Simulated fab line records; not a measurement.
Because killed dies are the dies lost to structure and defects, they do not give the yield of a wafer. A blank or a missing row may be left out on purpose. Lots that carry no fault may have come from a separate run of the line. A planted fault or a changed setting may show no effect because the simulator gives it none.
Matching of chambers	flow n5Finfet	rieDiel-02 running N5_BEOL_M12_ETCH_67: 4 sister chambers
The step etches SiARC in CF4, target depth 143 nm, time 238.3 s. 18 wafers are shown with their chamber, then 9 later ones without.

EACH WAFER AND ITS CHAMBER
wafer	chamber	drypumpMotorCurrentA (A)	showerheadPlenumPTorr (Torr)	throttleValvePct (%)
L078.1	0	5.3	2.26	15.71
L078.2	1	5.6	2.08	15.30
L078.4	2	6.5	2.02	15.58
L079.4	0	5.3	2.25	15.70
L079.5	2	6.5	2.02	15.58
L079.6	3	6.8	2.22	15.69
L082.4	3	6.8	2.22	15.73
L082.5	3	6.8	2.22	15.73
L082.6	2	6.4	2.02	15.62
L085.1	0	5.3	2.25	15.75
L085.4	3	6.8	2.22	15.76
L085.5	0	5.3	2.25	15.75
L088.3	1	5.6	2.07	15.35
L088.4	0	5.3	2.25	15.75
L088.5	3	6.8	2.22	15.75
L089.3	3	6.8	2.21	15.76
L089.5	3	6.8	2.21	15.77
L089.6	0	5.3	2.24	15.77

SIGNATURES (averages over the wafers above)
reading	chamber 0	chamber 1	chamber 2	chamber 3	scatter within a chamber
drypumpMotorCurrentA	5.300	5.600	6.467	6.800	0.0218
showerheadPlenumPTorr	2.2500	2.0750	2.0200	2.2171	0.0053
throttleValvePct	15.7383	15.3250	15.5933	15.7414	0.0274
Rule: distance of a wafer from a chamber = root of the sum over the readings of ((wafer's reading minus chamber's mean) / reading's scatter) squared. If the next closest chamber is less than 2 further off than the closest, the wafer can't be placed; otherwise it belongs to the closest. The scatter is the square root of a quotient: the sum, over the shown wafers, of each reading's squared deviation from its chamber's mean, divided by wafers minus chambers.

WAFERS WHOSE CHAMBER IS MISSING
wafer	drypumpMotorCurrentA (A)	showerheadPlenumPTorr (Torr)	throttleValvePct (%)
L093.1	6.5	2.01	15.64
L093.3	6.8	2.21	15.78
L093.4	5.3	2.24	15.78
L095.1	6.8	2.21	15.77
L095.4	6.4	2.01	15.64
L095.6	5.3	2.24	15.78
L086.3	6.5	2.01	15.64
L086.4	5.3	2.24	15.81
L086.5	6.8	2.21	15.78

EACH ONE'S CHAMBER
wafer	from the rows above	in truth
L093.1	2	2
L093.3	3	3
L093.4	0	0
L095.1	3	3
L095.4	2	2
L095.6	0	0
L086.3	2	2
L086.4	0	0
L086.5	3	3
Correct placement for 9 of the 9. Can't be placed from these rows: 0. Placed wrongly: 0.
